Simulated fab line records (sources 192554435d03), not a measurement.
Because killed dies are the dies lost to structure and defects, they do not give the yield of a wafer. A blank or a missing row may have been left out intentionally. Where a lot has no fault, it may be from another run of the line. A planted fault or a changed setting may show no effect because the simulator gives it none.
fab line records + flow n5_finfet
record
- lots=7
- wafers=20
- last_day=17
route steps=1938 shown MOL_CONTACT_COAG@567 BEOL_M4@1111
lots that met no fault: from a run of the same line without faults
start_h: the number of hours between the record's first day and the start of the first shown wafer of the lot + wait_h: hours elapsed since this lot's preceding step + " repeats the value in the row above + L1.1+2: a row that stands for several wafers + - no value, or no start was given + * or withheld: withheld + < > ~ a bound
route shown NAME@n: NAME is a module with steps in the file, n the number in the route of the first one + usual: mean and standard deviation over wafers with no fault + same: alike in all rows + chamber/n: place in a boat + sites: each site's reading + _std_site: how widely they spread, as a standard deviation + _edge_site: inner sites' mean taken away from outer sites' mean + radius_mm: for every site, how far away it sits from the centre of the wafer + mask NAME#n: copy n + behind: the last tool/chamber to shape the wafer + hold: why the lot went on hold/how many hours it stayed there/how the hold came to an end + device: the n, p or np transistor that did not switch + end of line: tests run on the same wafers once the route is complete + a step without rows: its recipe alone + killed: at the first sort, the dies lost to defects and structure; wafer yield is something else + map: a wafer's dies, x killed, . not, _ none there
set.NAME: setting as actually run; set.NAME@STEP: the setting as run at that earlier step + model.NAME: the simulator's own value behind a step, which no gauge read
a table for each step, a row for each wafer; lots at some steps of the route
services: the hour from which a tool's chamber was out of use, counted from the record's first day as start_h (under 0 if before that day), plus the number of hours and why
## steps
# step N5_MOL_CONTACT_COAG_COAT_78
# recipe
- resist=CAR-EUV
- spin_rpm=1500
- resist_thk_nm=40
# step N5_MOL_CONTACT_COAG_EBR_80
# recipe
- solvent=PGMEA
- ebr_width_mm=1.5
# step N5_MOL_CONTACT_COAG_SOFTBAKE_79
# recipe
- temp_c=110
- time_s=60
- resist=CAR-EUV
# step N5_MOL_CONTACT_COAG_EXPOSE_81
# recipe
- mask_id=VG
- na=0.33
- source_shape=annular
- sigma_inner=0.3
- sigma_outer=0.7
- polarization=unpolarized
- defocus_nm=0
- dose_mj=59.5
# step N5_MOL_CONTACT_COAG_PEB_82
# recipe
- peb_temp_c=100
- peb_time_s=60
- resist=CAR-EUV
# step N5_MOL_CONTACT_COAG_DEVELOP_83
# recipe
- develop_time_s=30
- developer=TMAH
- resist=CAR-EUV
- rinse_liquid=surfactant_rinse
- dry=air_spin
- dev_temp_c=23
# step N5_MOL_CONTACT_COAG_CD_MEAS_84
# recipe
- target_cd_nm=25.1
- landing_energy_ev=500
- detector=se_inlens
- polarity=opening
# usual
- cd_nm=25.14/0.24
| lot.wafer | tool      | chamber | start_h | wait_h | cd_nm |
|-----------|-----------|---------|---------|--------|-------|
| L205.1    | cd_sem-01 | 0       | 107.16  | -      | 25.00 |
| L205.4    | "         | 0       | "       | "      | 25.04 |
| L205.6    | "         | 0       | "       | "      | 25.19 |
| L204.1    | cd_sem-03 | 0       | 111.03  | -      | 25.38 |
| L204.2    | "         | 0       | "       | "      | 24.97 |
| L204.3    | "         | 0       | "       | "      | 25.41 |
| L208.1    | cd_sem-03 | 0       | 138.15  | -      | 25.17 |
| L208.3    | "         | 0       | "       | "      | 25.06 |
| L208.4    | "         | 0       | "       | "      | 25.46 |
| L211.1    | cd_sem-03 | 0       | 144.00  | -      | 25.05 |
| L211.3    | "         | 0       | "       | "      | 25.34 |
| L211.6    | "         | 0       | "       | "      | 25.07 |
| L219.5    | cd_sem-03 | 0       | 195.09  | -      | 25.47 |
| L219.6    | "         | 0       | "       | "      | 25.46 |
| L222.2    | cd_sem-03 | 0       | 215.28  | -      | 25.10 |
| L222.4    | "         | 0       | "       | "      | 25.42 |
| L222.5    | "         | 0       | "       | "      | 24.89 |
| L223.4    | cd_sem-02 | 0       | 219.73  | -      | 25.01 |
| L223.5    | "         | 0       | "       | "      | 25.28 |
| L223.6    | "         | 0       | "       | "      | 24.99 |
# step N5_MOL_CONTACT_COAG_OVL_MEAS_85
# recipe
- points_per_wafer=522
# usual
- VG_OVL=0.3/0.68
| lot.wafer | tool       | chamber | start_h | wait_h | VG_OVL[nm] |
|-----------|------------|---------|---------|--------|------------|
| L205.1    | overlay-02 | 0       | 107.19  | 0.0    | 0.7        |
| L205.4    | "          | 0       | "       | "      | 1.2        |
| L205.6    | "          | 0       | "       | "      | -0.3       |
| L204.1    | overlay-01 | 0       | 111.06  | 0.0    | 0.2        |
| L204.2    | "          | 0       | "       | "      | -0.3       |
| L204.3    | "          | 0       | "       | "      | 0.0        |
| L208.1    | overlay-02 | 0       | 138.18  | 0.0    | 1.3        |
| L208.3    | "          | 0       | "       | "      | 1.3        |
| L208.4    | "          | 0       | "       | "      | 1.9        |
| L211.1    | overlay-02 | 0       | 144.03  | 0.0    | 0.1        |
| L211.3    | "          | 0       | "       | "      | 1.1        |
| L211.6    | "          | 0       | "       | "      | -0.2       |
| L219.5    | overlay-02 | 0       | 195.14  | 0.0    | -0.2       |
| L219.6    | "          | 0       | "       | "      | -0.4       |
| L222.2    | overlay-02 | 0       | 215.32  | 0.0    | -1.1       |
| L222.4    | "          | 0       | "       | "      | -0.4       |
| L222.5    | "          | 0       | "       | "      | -0.5       |
| L223.4    | overlay-02 | 0       | 219.78  | 0.0    | -1.1       |
| L223.5    | "          | 0       | "       | "      | -0.7       |
| L223.6    | "          | 0       | "       | "      | -0.9       |
# step N5_MOL_CONTACT_COAG_INSPECT_57
# recipe
- mode=adi
- inspect_instrument=brightfield
# usual
- raw_defect_count=220/66
| lot.wafer | tool              | chamber | start_h | wait_h | raw_defect_count |
|-----------|-------------------|---------|---------|--------|------------------|
| L205.1    | defect_inspect-01 | -       | 107.25  | 0.1    | 281              |
| L205.4    | "                 | -       | "       | "      | 306              |
| L205.6    | "                 | -       | "       | "      | 244              |
| L204.1    | defect_inspect-02 | -       | 111.12  | 0.1    | 134              |
| L204.2    | "                 | -       | "       | "      | 115              |
| L204.3    | "                 | -       | "       | "      | 161              |
| L208.1    | defect_inspect-01 | -       | 138.24  | 0.1    | 147              |
| L208.3    | "                 | -       | "       | "      | 219              |
| L208.4    | "                 | -       | "       | "      | 164              |
| L211.1    | defect_inspect-02 | -       | 144.09  | 0.1    | 220              |
| L211.3    | "                 | -       | "       | "      | 317              |
| L211.6    | "                 | -       | "       | "      | 255              |
| L219.5    | defect_inspect-01 | -       | 195.18  | 0.0    | 245              |
| L219.6    | "                 | -       | "       | "      | 406              |
| L222.2    | defect_inspect-02 | -       | 215.37  | 0.0    | 297              |
| L222.4    | "                 | -       | "       | "      | 355              |
| L222.5    | "                 | -       | "       | "      | 140              |
| L223.4    | defect_inspect-01 | -       | 219.82  | 0.0    | 151              |
| L223.5    | "                 | -       | "       | "      | 186              |
| L223.6    | "                 | -       | "       | "      | 161              |
# step N5_MOL_CONTACT_COAG_DESCUM_88
# recipe
- chemistry=O2
- time_s=7
- source_power_w=50
- bias_power_w=20
- pressure_mtorr=20
- rf_frequency_hz=2.712e+07
- temp_c=40
- resist=CAR-EUV
- o2_flow_sccm=225
# usual
- drypump_motor_current_A=5.5/0.31
- oes_product_au=0.81/0.081
- rf_vpp_V=243.7/1.2
- showerhead_plenum_p_Torr=2.13/0.056
- throttle_valve_pct=20.41/0.17
| lot.wafer | tool        | chamber | start_h | wait_h | drypump_motor_current_A | oes_product_au | rf_hours_counter_h | rf_vpp_V | showerhead_plenum_p_Torr | throttle_valve_pct |
|-----------|-------------|---------|---------|--------|-------------------------|----------------|--------------------|----------|--------------------------|--------------------|
| L205.1    | rie_diel-01 | 0       | 107.28  | 0.0    | 5.3                     | 0.91           | 36                 | 244.9    | 2.22                     | 20.13              |
| L205.4    | "           | 2       | "       | "      | 6.1                     | 0.92           | 23                 | 245.3    | 2.23                     | 20.23              |
| L205.6    | "           | 0       | "       | "      | 5.3                     | 0.91           | -                  | 246.8    | 2.22                     | 20.15              |
| L204.1    | rie_diel-01 | 2       | 111.15  | 0.0    | 6.1                     | 0.91           | 24                 | 244.7    | 2.24                     | 20.23              |
| L204.2    | "           | 0       | "       | "      | 5.3                     | 0.90           | 37                 | 244.9    | 2.22                     | 20.13              |
| L204.3    | "           | 1       | "       | "      | 5.9                     | 0.69           | 198                | 245.0    | 2.15                     | 20.39              |
| L208.1    | rie_diel-04 | 3       | 138.73  | 0.5    | 5.6                     | 0.88           | 41                 | 244.0    | 2.13                     | 20.43              |
| L208.3    | "           | 1       | "       | "      | 5.4                     | 0.93           | 19                 | 242.3    | 2.05                     | 20.34              |
| L208.4    | "           | 2       | "       | "      | 5.5                     | 0.87           | 53                 | 243.2    | 2.13                     | 20.44              |
| L211.1    | rie_diel-02 | 2       | 144.13  | 0.0    | 5.5                     | 0.73           | 169                | 241.7    | 2.09                     | 20.38              |
| L211.3    | "           | 3       | "       | "      | 5.1                     | 0.74           | 163                | 246.0    | 2.17                     | 20.29              |
| L211.6    | "           | 0       | "       | "      | 5.6                     | 0.71           | -                  | 243.5    | 2.16                     | 20.85              |
| L219.5    | rie_diel-01 | 3       | 195.51  | 0.3    | 5.7                     | 0.87           | -                  | 243.4    | 2.04                     | 20.26              |
| L219.6    | "           | 0       | "       | "      | 5.3                     | 0.85           | -                  | 245.3    | 2.21                     | 20.17              |
| L222.2    | rie_diel-02 | 3       | 215.41  | 0.0    | 5.1                     | 0.73           | 186                | 244.2    | 2.16                     | 20.32              |
| L222.4    | "           | 1       | "       | "      | 4.7                     | 0.81           | 106                | 244.4    | 2.11                     | 20.65              |
| L222.5    | "           | 1       | "       | "      | 4.7                     | 0.81           | -                  | 243.0    | 2.11                     | 20.67              |
| L223.4    | rie_diel-04 | 3       | 220.05  | 0.2    | 5.6                     | 0.86           | -                  | 242.1    | 2.13                     | 20.45              |
| L223.5    | "           | 3       | "       | "      | 5.6                     | 0.84           | -                  | 243.9    | 2.13                     | 20.45              |
| L223.6    | "           | 2       | "       | "      | 5.4                     | 0.85           | -                  | 243.5    | 2.12                     | 20.49              |
# step N5_MOL_CONTACT_COAG_ETCH_89
# recipe
- chemistry=N2/H2
- target=underlayer
- target_depth_a=130
- mask_material=CAR-EUV
- time_s=10.4
- ion_energy_ev=200
- pressure_mtorr=30
- source_w=840
- bias_w=150
- n2_flow_sccm=200
- h2_flow_sccm=200
- ends=cleared
# usual
- drypump_motor_current_A=5.5/0.31
- etch_rf_on_time_s=10.32/0.14
- h2_flow_sccm=200.0/0.58
- n2_flow_sccm=200.1/0.59
- oes_product_au=0.69/0.069
- rf_vpp_V=525.0/2
- showerhead_plenum_p_Torr=2.58/0.069
- throttle_valve_pct=17.81/0.18
| lot.wafer | tool        | chamber | start_h | wait_h | drypump_motor_current_A | etch_rf_on_time_s | h2_flow_sccm | n2_flow_sccm | oes_product_au | rf_hours_counter_h | rf_vpp_V | showerhead_plenum_p_Torr | throttle_valve_pct |
|-----------|-------------|---------|---------|--------|-------------------------|-------------------|--------------|--------------|----------------|--------------------|----------|--------------------------|--------------------|
| L205.1    | rie_diel-01 | 0       | 107.32  | 0.0    | 5.3                     | 10.27             | 200.1        | 200.8        | 0.78           | 36                 | 527.9    | 2.70                     | 17.57              |
| L205.4    | "           | 2       | "       | "      | 6.0                     | 10.22             | 201.9        | 199.9        | 0.79           | 23                 | 528.0    | 2.70                     | 17.51              |
| L205.6    | "           | 0       | "       | "      | 5.3                     | 10.25             | 200.4        | 200.9        | 0.78           | -                  | 528.8    | 2.70                     | 17.56              |
| L204.1    | rie_diel-01 | 2       | 111.19  | 0.0    | 6.0                     | 10.27             | 200.0        | 199.6        | 0.78           | 24                 | 528.8    | 2.70                     | 17.52              |
| L204.2    | "           | 0       | "       | "      | 5.3                     | 10.28             | 199.7        | 199.8        | 0.78           | 37                 | 527.4    | 2.70                     | 17.55              |
| L204.3    | "           | 1       | "       | "      | 5.9                     | 10.35             | 199.5        | 200.0        | 0.60           | 198                | 525.7    | 2.63                     | 17.92              |
| L208.1    | rie_diel-04 | 3       | 138.76  | 0.0    | 5.6                     | 10.18             | 199.3        | 200.2        | 0.76           | 41                 | 526.6    | 2.58                     | 17.77              |
| L208.3    | "           | 1       | "       | "      | 5.4                     | 10.22             | 200.0        | 199.6        | 0.79           | 19                 | 522.6    | 2.50                     | 17.81              |
| L208.4    | "           | 2       | "       | "      | 5.4                     | 10.22             | 200.0        | 199.9        | 0.75           | 53                 | 525.6    | 2.59                     | 17.86              |
| L211.1    | rie_diel-02 | 2       | 144.16  | 0.0    | 5.5                     | 10.51             | 199.8        | 200.3        | 0.63           | 169                | 523.9    | 2.53                     | 17.71              |
| L211.3    | "           | 3       | "       | "      | 5.1                     | 10.55             | 199.4        | 200.4        | 0.64           | 163                | 527.9    | 2.64                     | 17.74              |
| L211.6    | "           | 0       | "       | "      | 5.6                     | 10.34             | 200.0        | 200.0        | 0.60           | -                  | 526.6    | 2.63                     | 18.35              |
| L219.5    | rie_diel-01 | 3       | 195.53  | 0.0    | 5.7                     | 10.33             | 199.5        | 201.1        | 0.75           | -                  | 523.0    | 2.48                     | 17.64              |
| L219.6    | "           | 0       | "       | "      | 5.2                     | 10.23             | 199.3        | 200.1        | 0.74           | -                  | 527.2    | 2.68                     | 17.63              |
| L222.2    | rie_diel-02 | 3       | 215.44  | 0.0    | 5.1                     | 10.60             | 199.9        | 200.2        | 0.62           | 186                | 525.8    | 2.63                     | 17.78              |
| L222.4    | "           | 1       | "       | "      | 4.7                     | 10.46             | 200.6        | 199.6        | 0.69           | 106                | 525.5    | 2.56                     | 18.04              |
| L222.5    | "           | 1       | "       | "      | 4.7                     | 10.44             | 200.5        | 200.8        | 0.70           | -                  | 525.3    | 2.56                     | 18.04              |
| L223.4    | rie_diel-04 | 3       | 220.09  | 0.0    | 5.6                     | 10.06             | 199.0        | 198.0        | 0.72           | -                  | 525.5    | 2.57                     | 17.81              |
| L223.5    | "           | 3       | "       | "      | 5.6                     | 9.91              | 200.7        | 199.3        | 0.73           | -                  | 524.1    | 2.57                     | 17.79              |
| L223.6    | "           | 2       | "       | "      | 5.4                     | 10.16             | 200.5        | 200.4        | 0.72           | -                  | 524.1    | 2.58                     | 17.91              |
# step N5_MOL_CONTACT_COAG_ETCH_90
# recipe
- chemistry=CF4
- target=SiARC
- target_depth_a=130
- mask_material=CAR-EUV
- time_s=21.7
- ion_energy_ev=80
- pressure_mtorr=40
- source_w=545
- bias_w=36
- Ar_flow_sccm=100
- cf4_flow_sccm=100
- ends=cleared
# usual
- cf4_flow_sccm=100.01/0.29
- drypump_motor_current_A=5.5/0.31
- etch_rf_on_time_s=21.50/0.29
- oes_product_au=0.70/0.07
- rf_vpp_V=184.4/1.1
- showerhead_plenum_p_Torr=2.17/0.055
- throttle_valve_pct=15.57/0.18
| lot.wafer | tool        | chamber | start_h | wait_h | cf4_flow_sccm | drypump_motor_current_A | etch_rf_on_time_s | oes_product_au | rf_hours_counter_h | rf_vpp_V | showerhead_plenum_p_Torr | throttle_valve_pct |
|-----------|-------------|---------|---------|--------|---------------|-------------------------|-------------------|----------------|--------------------|----------|--------------------------|--------------------|
| L205.1    | rie_diel-01 | 0       | 107.34  | 0.0    | 100.15        | 5.3                     | 21.51             | 0.78           | 36                 | 184.6    | 2.27                     | 15.31              |
| L205.4    | "           | 2       | "       | "      | 99.85         | 6.0                     | 21.37             | 0.79           | 23                 | 184.5    | 2.27                     | 15.28              |
| L205.6    | "           | 0       | "       | "      | 100.36        | 5.2                     | 21.36             | 0.78           | -                  | 185.3    | 2.27                     | 15.31              |
| L204.1    | rie_diel-01 | 2       | 111.21  | 0.0    | 100.31        | 6.1                     | 21.38             | 0.78           | 24                 | 186.1    | 2.27                     | 15.28              |
| L204.2    | "           | 0       | "       | "      | 99.60         | 5.3                     | 21.34             | 0.77           | 37                 | 183.7    | 2.27                     | 15.33              |
| L204.3    | "           | 1       | "       | "      | 99.85         | 5.9                     | 21.77             | 0.60           | 198                | 183.4    | 2.21                     | 15.66              |
| L208.1    | rie_diel-04 | 3       | 138.78  | 0.0    | 100.04        | 5.6                     | 21.30             | 0.75           | 41                 | 184.8    | 2.18                     | 15.54              |
| L208.3    | "           | 1       | "       | "      | 100.49        | 5.4                     | 21.36             | 0.79           | 19                 | 184.0    | 2.11                     | 15.46              |
| L208.4    | "           | 2       | "       | "      | 100.14        | 5.4                     | 21.13             | 0.75           | 53                 | 184.6    | 2.18                     | 15.55              |
| L211.1    | rie_diel-02 | 2       | 144.18  | 0.0    | 100.06        | 5.5                     | 22.18             | 0.62           | 169                | 184.1    | 2.13                     | 15.53              |
| L211.3    | "           | 3       | "       | "      | 100.23        | 5.1                     | 22.09             | 0.63           | 163                | 186.3    | 2.22                     | 15.56              |
| L211.6    | "           | 0       | "       | "      | 100.22        | 5.7                     | 21.44             | 0.60           | -                  | 186.3    | 2.20                     | 16.02              |
| L219.5    | rie_diel-01 | 3       | 195.57  | 0.0    | 99.66         | 5.7                     | 21.29             | 0.75           | -                  | 183.2    | 2.09                     | 15.42              |
| L219.6    | "           | 0       | "       | "      | 99.83         | 5.3                     | 21.34             | 0.74           | -                  | 185.7    | 2.26                     | 15.38              |
| L222.2    | rie_diel-02 | 3       | 215.46  | 0.0    | 100.05        | 5.1                     | 22.08             | 0.62           | 186                | 184.7    | 2.21                     | 15.62              |
| L222.4    | "           | 1       | "       | "      | 99.94         | 4.7                     | 21.76             | 0.69           | 106                | 183.4    | 2.15                     | 15.80              |
| L222.5    | "           | 1       | "       | "      | 100.41        | 4.7                     | 21.73             | 0.68           | -                  | 183.8    | 2.15                     | 15.81              |
| L223.4    | rie_diel-04 | 3       | 220.14  | 0.0    | 99.82         | 5.6                     | 21.16             | 0.72           | -                  | 184.4    | 2.17                     | 15.58              |
| L223.5    | "           | 3       | "       | "      | 99.90         | 5.6                     | 21.31             | 0.72           | -                  | 185.9    | 2.17                     | 15.57              |
| L223.6    | "           | 2       | "       | "      | 100.40        | 5.4                     | 21.33             | 0.72           | -                  | 183.3    | 2.17                     | 15.61              |
# step N5_MOL_CONTACT_COAG_ALD_131
# recipe
- material=SiO2
- target_thk_a=50
- temp_c=100
- ald_precursor_family=BDEAS
- ald_co_reactant=O2-plasma
- pulse_time_s=1
- co_reactant_pulse_time_s=1
- purge_time_s=2
- co_reactant_purge_time_s=2
- ald_cycles=35
- pressure_torr=2
# usual
- ald_cycles=35/0
- heater_power_w=79/6.2
- precursor_pulse_height_rel=0.999/0.021
| lot.wafer | tool       | chamber | start_h | wait_h | ald_cycles | heater_power_w | precursor_pulse_height_rel | model.SiO2_of_MOL_CONTACT_COAG_ALD_131.thk_nm |
|-----------|------------|---------|---------|--------|------------|----------------|----------------------------|-----------------------------------------------|
| L205.1    | ald_sin-02 | 2       | 108.78  | 1.4    | 35         | 81             | 1.002                      | 5                                             |
| L205.4    | "          | 0       | "       | "      | 35         | 80             | 0.982                      | 5                                             |
| L205.6    | "          | 1       | "       | "      | 35         | 81             | 0.996                      | 5                                             |
| L204.1    | ald_sin-03 | 1       | 111.29  | 0.1    | 35         | 75             | 1.015                      | 5                                             |
| L204.2    | "          | 3       | "       | "      | 35         | 72             | 1.003                      | 5                                             |
| L204.3    | "          | 2       | "       | "      | 35         | 85             | 0.982                      | 5                                             |
| L208.1    | ald_sin-03 | 1       | 138.86  | 0.1    | 35         | 76             | 0.982                      | 5                                             |
| L208.3    | "          | 3       | "       | "      | 35         | 73             | 1.006                      | 5                                             |
| L208.4    | "          | 0       | "       | "      | 35         | 72             | 1.006                      | 5                                             |
| L211.1    | ald_sin-03 | 3       | 144.47  | 0.3    | 35         | 73             | 1.027                      | 5                                             |
| L211.3    | "          | 0       | "       | "      | 35         | 72             | 0.988                      | 5                                             |
| L211.6    | "          | 1       | "       | "      | 35         | 75             | 1.016                      | 5                                             |
| L219.5    | ald_sin-03 | 3       | 195.70  | 0.1    | 33         | 73             | 0.991                      | 4.6                                           |
| L219.6    | "          | 2       | "       | "      | 35         | 84             | 1.033                      | 5                                             |
| L222.2    | ald_sin-03 | 3       | 215.54  | 0.1    | 35         | 73             | 0.974                      | 5                                             |
| L222.4    | "          | 0       | "       | "      | 33         | 73             | 1.022                      | 4.8                                           |
| L222.5    | "          | 1       | "       | "      | 33         | 76             | 0.983                      | 4.6                                           |
| L223.4    | ald_sin-03 | 1       | 220.22  | 0.1    | 33         | 75             | 0.984                      | 4.8                                           |
| L223.5    | "          | 1       | "       | "      | 33         | 76             | 1.004                      | 4.8                                           |
| L223.6    | "          | 2       | "       | "      | 35         | 83             | 1.018                      | 5                                             |
# step N5_MOL_CONTACT_COAG_ETCHBACK_132
# recipe
- chemistry=CHF3
- target=SiO2
- target_depth_a=100
- time_s=6.7
- ion_energy_ev=200
- pressure_mtorr=30
- source_w=610
- bias_w=170
- Ar_flow_sccm=200
- CHF3_flow_sccm=50
# usual
- drypump_motor_current_A=5.5/0.3
- oes_product_au=0.81/0.08
- rf_vpp_V=524/7.7
- showerhead_plenum_p_Torr=2.41/0.06
- throttle_valve_pct=18.71/0.17
| lot.wafer | tool        | chamber | start_h | wait_h | drypump_motor_current_A | oes_product_au | rf_hours_counter_h | rf_vpp_V | showerhead_plenum_p_Torr | throttle_valve_pct |
|-----------|-------------|---------|---------|--------|-------------------------|----------------|--------------------|----------|--------------------------|--------------------|
| L205.1    | rie_diel-02 | 1       | 108.96  | 0.1    | 4.7                     | 0.85           | 71                 | 526      | 2.41                     | 18.90              |
| L205.4    | "           | 2       | "       | "      | 5.5                     | 0.74           | 152                | 534      | 2.38                     | 18.61              |
| L205.6    | "           | 2       | "       | "      | 5.5                     | 0.76           | -                  | 535      | 2.38                     | 18.61              |
| L204.1    | rie_diel-04 | 2       | 111.46  | 0.1    | 5.4                     | 0.89           | 42                 | 516      | 2.43                     | 18.69              |
| L204.2    | "           | 0       | "       | "      | 5.7                     | 0.73           | 197                | 520      | 2.36                     | 18.83              |
| L204.3    | "           | 1       | "       | "      | 5.4                     | 0.95           | 9                  | 515      | 2.34                     | 18.56              |
| L208.1    | rie_diel-02 | 3       | 139.10  | 0.2    | 5.1                     | 0.75           | 161                | 527      | 2.48                     | 18.70              |
| L208.3    | "           | 0       | "       | "      | 5.7                     | 0.70           | 209                | 523      | 2.44                     | 19.07              |
| L208.4    | "           | 2       | "       | "      | 5.5                     | 0.74           | -                  | 535      | 2.37                     | 18.64              |
| L211.1    | rie_diel-04 | 0       | 144.67  | 0.1    | 5.7                     | 0.71           | 208                | 520      | 2.35                     | 18.87              |
| L211.3    | "           | 2       | "       | "      | 5.4                     | 0.88           | 55                 | 515      | 2.42                     | 18.69              |
| L211.6    | "           | 2       | "       | "      | 5.4                     | 0.87           | -                  | 515      | 2.42                     | 18.71              |
| L219.5    | rie_diel-04 | 3       | 195.84  | 0.1    | 5.6                     | 0.85           | -                  | 520      | 2.42                     | 18.71              |
| L219.6    | "           | 0       | "       | "      | 5.7                     | 0.70           | -                  | 520      | 2.35                     | 18.88              |
| L222.2    | rie_diel-04 | 2       | 215.72  | 0.1    | 5.4                     | 0.84           | 79                 | 514      | 2.41                     | 18.74              |
| L222.4    | "           | 2       | "       | "      | 5.5                     | 0.85           | -                  | 514      | 2.41                     | 18.74              |
| L222.5    | "           | 0       | "       | "      | 5.7                     | 0.70           | -                  | 521      | 2.34                     | 18.91              |
| L223.4    | rie_diel-04 | 2       | 220.42  | 0.1    | 5.4                     | 0.85           | -                  | 514      | 2.41                     | 18.73              |
| L223.5    | "           | 2       | "       | "      | 5.4                     | 0.84           | -                  | 514      | 2.41                     | 18.75              |
| L223.6    | "           | 3       | "       | "      | 5.6                     | 0.85           | -                  | 521      | 2.41                     | 18.75              |
# step N5_BEOL_M4_RC_MEAS_101
# usual
- DIBL_N=36.2/1.2
- DIBL_P=36.3/1.3
- IOFF_N=0.155/0.019
- IOFF_P=0.210/0.029
- ION_N=677/8.6
- ION_P=465/6.8
- SS_N=71.4/0.48
- SS_P=73.2/0.53
- VT_N=249.9/2.4
- VT_P=-250/3.2
| lot.wafer | tool      | chamber | start_h | wait_h | DIBL_N[mV/V] | DIBL_P[mV/V] | IOFF_N[nA/um] | IOFF_P[nA/um] | ION_N[uA/um] | ION_P[uA/um] | SS_N[mV/dec] | SS_P[mV/dec] | VT_N[mV] | VT_P[mV] |
|-----------|-----------|---------|---------|--------|--------------|--------------|---------------|---------------|--------------|--------------|--------------|--------------|----------|----------|
| L205.1    | prober-02 | 0       | 164.41  | 0.0    | 37.0         | 38.1         | 0.186         | 0.255         | 703          | 479          | 71.3         | 74.4         | 242.8    | -246     |
| L205.4    | "         | 0       | "       | "      | 36.0         | 36.2         | 0.160         | 0.230         | 678          | 470          | 71.3         | 73.4         | 245.2    | -247     |
| L205.6    | "         | 0       | "       | "      | 34.6         | 34.7         | 0.137         | 0.204         | 680          | 469          | 70.7         | 73.1         | 250.8    | -249     |
| L204.1    | prober-01 | 0       | 176.24  | 0.0    | 36.1         | 37.7         | 0.154         | 0.207         | 669          | 463          | 70.9         | 73.6         | 251.4    | -251     |
| L204.2    | "         | 0       | "       | "      | 35.2         | 36.8         | 0.134         | 0.187         | 667          | 460          | 71.1         | 73.5         | 252.7    | -256     |
| L204.3    | "         | 0       | "       | "      | 37.8         | 38.9         | 0.171         | 0.217         | 681          | 464          | 72.5         | 74.4         | 251.8    | -252     |
| L208.1    | prober-02 | 0       | 206.20  | 0.0    | 36.9         | 36.5         | 0.152         | 0.180         | 675          | 457          | 71.5         | 73.3         | 248.5    | -254     |
| L208.3    | "         | 0       | "       | "      | 37.6         | 36.8         | 0.162         | 0.193         | 691          | 466          | 71.5         | 73.7         | 252.0    | -254     |
| L208.4    | "         | 0       | "       | "      | 38.6         | 39.0         | 0.188         | 0.228         | 676          | 464          | 72.0         | 73.7         | 248.4    | -252     |
| L211.1    | prober-02 | 0       | 233.22  | 0.0    | 36.7         | 36.5         | 0.170         | 0.264         | 670          | 465          | 72.4         | 73.8         | 245.2    | -243     |
| L211.3    | "         | 0       | "       | "      | 34.9         | 33.8         | 0.143         | 0.213         | 677          | 466          | 70.8         | 73.2         | 250.1    | -249     |
| L211.6    | "         | 0       | "       | "      | 35.1         | 34.1         | 0.148         | 0.218         | 676          | 469          | 71.9         | 72.7         | 249.4    | -246     |
| L219.5    | prober-01 | 0       | 281.33  | 0.6    | 34.8         | 34.8         | 0.125         | 0.171         | 658          | 455          | 71.3         | 73.1         | 253.4    | -255     |
| L219.6    | "         | 0       | "       | "      | 35.8         | 35.9         | 0.143         | 0.172         | 659          | 451          | 72.1         | 72.5         | 250.9    | -257     |
| L222.2    | prober-02 | 0       | 285.07  | 0.2    | 35.9         | 36.4         | 0.171         | 0.222         | 679          | 466          | 71.4         | 73.7         | 246.4    | -249     |
| L222.4    | "         | 0       | "       | "      | 34.9         | 35.4         | 0.147         | 0.206         | 673          | 465          | 71.1         | 73.6         | 248.3    | -249     |
| L222.5    | "         | 0       | "       | "      | 34.3         | 34.5         | 0.136         | 0.191         | 675          | 464          | 71.1         | 72.9         | 251.9    | -250     |
| L223.4    | prober-02 | 0       | 304.20  | 0.5    | 34.2         | 34.3         | 0.115         | 0.157         | 675          | 459          | 70.7         | 72.1         | 252.4    | -255     |
| L223.5    | "         | 0       | "       | "      | 34.5         | 34.9         | 0.122         | 0.162         | 659          | 449          | 71.0         | 72.6         | 253.1    | -254     |
| L223.6    | "         | 0       | "       | "      | 35.7         | 36.6         | 0.144         | 0.180         | 679          | 456          | 72.0         | 72.5         | 248.1    | -252     |
## services
| tool        | chamber | start_h | hours | kind       |
|-------------|---------|---------|-------|------------|
| ald_sin-02  | -       | 85.25   | 14.0  | pm         |
| ald_sin-02  | 0       | 85.25   | 14.0  | vent_cycle |
| ald_sin-02  | 1       | 85.25   | 14.0  | vent_cycle |
| ald_sin-02  | 2       | 85.25   | 14.0  | vent_cycle |
| ald_sin-02  | 3       | 85.25   | 14.0  | vent_cycle |
| rie_diel-04 | -       | 89.16   | 0.4   | repair     |
| ald_sin-02  | 0       | 99.25   | -     | clean      |
| ald_sin-02  | 1       | 99.25   | -     | clean      |
| ald_sin-02  | 2       | 99.25   | -     | clean      |
| ald_sin-02  | 3       | 99.25   | -     | clean      |
| ald_sin-03  | -       | 100.64  | 0.4   | repair     |
| rie_diel-02 | 0       | 113.52  | 7.3   | repair     |
| rie_diel-01 | 1       | 136.85  | 10.3  | repair     |
| rie_diel-02 | 1       | 137.28  | 9.5   | repair     |
| rie_diel-04 | 3       | 144.66  | 14.2  | repair     |
| rie_diel-02 | -       | 159.50  | 1.4   | repair     |
| rie_diel-01 | 0       | 183.85  | 7.7   | repair     |
| rie_diel-02 | 3       | 195.74  | 3.8   | repair     |
| rie_diel-04 | 1       | 207.48  | 14.3  | repair     |
| rie_diel-04 | -       | 209.64  | 0.6   | repair     |
| rie_diel-04 | 0       | 217.81  | 6.3   | repair     |
## key
first_sign
- step=N5_MOL_CONTACT_COAG_ALD_131
- reading=ald_cycles
- direction=down
- sigmas=99+
- usual=*
- struck=*
effect none on later readings
model_effect
- step=N5_MOL_CONTACT_COAG_ALD_131
- value=SiO2_of_MOL_CONTACT_COAG_ALD_131.thk_nm
- without=5
- struck=4.72
met_at N5_MOL_CONTACT_COAG_ALD_131
struck_wafers L219.5,L222.4,L222.5,L223.4,L223.5
onset_between 144.47 195.70
fault
- kind=process_parameter_drift
- tool=ald_sin-03
- chamber=-
- onset_h=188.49
- steps=N5_MOL_CONTACT_COAG_ALD_131
- channel=ald_cycles
- offset=*
- shape=step
- end_h=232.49
- scope=struck_wafers_only
- acts_in=*
- stated=*
